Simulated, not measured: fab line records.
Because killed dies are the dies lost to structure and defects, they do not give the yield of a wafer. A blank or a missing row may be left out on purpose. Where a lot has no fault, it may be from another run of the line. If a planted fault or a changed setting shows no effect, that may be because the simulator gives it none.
Matching of chambers ; flow n5-finfet ; rie-diel-06 running N5_SDB_ETCH_18: 4 sister chambers
The step etches SOC in N2/H2, target depth 100 nm, overetch 20 nm, time 150 s. 7 wafers are shown with their chamber, then 7 later ones without.

== WAFERS PAIRED WITH THEIR CHAMBERS ==
wafer;chamber;showerhead-plenum-p-Torr (Torr);oes-product-au (a.u.)
L077.2;2;2.45;0.72
L077.3;1;2.71;0.82
L077.4;1;2.71;0.82
L083.4;2;2.45;0.70
L083.5;3;2.42;0.63
L088.2;3;2.41;0.61
L088.5;0;2.54;0.67

== WAFERS WITHOUT THEIR CHAMBER ==
wafer;showerhead-plenum-p-Torr (Torr);oes-product-au (a.u.)
L088.6;2.41;0.62
L090.2;2.44;0.69
L090.3;2.41;0.62
L090.6;2.44;0.69
L093.1;2.41;0.62
L093.5;2.41;0.62
L093.6;2.44;0.68

== EACH ONE'S CHAMBER ==
wafer;from the rows above;in truth
L088.6;3;3
L090.2;2;2
L090.3;3;3
L090.6;2;2
L093.1;3;3
L093.5;3;3
L093.6;2;2
7 of 7 placed correctly. From these rows, 0 cannot be placed. Placed wrongly: 0.
How it was worked out, from the rows above alone: a wafer's distance from a chamber is the root of the sum, over the readings, of the square of ((its reading less the chamber's mean) divided by the reading's scatter). If the next closest chamber is less than 2 further off than the closest, the wafer can't be placed; otherwise it belongs to the closest. For every chamber, the mean is computed from those of its wafers that are shown. The scatter: take each reading less its chamber's mean, square it, sum over the shown wafers, divide by the number of wafers less the number of chambers, and take the root.
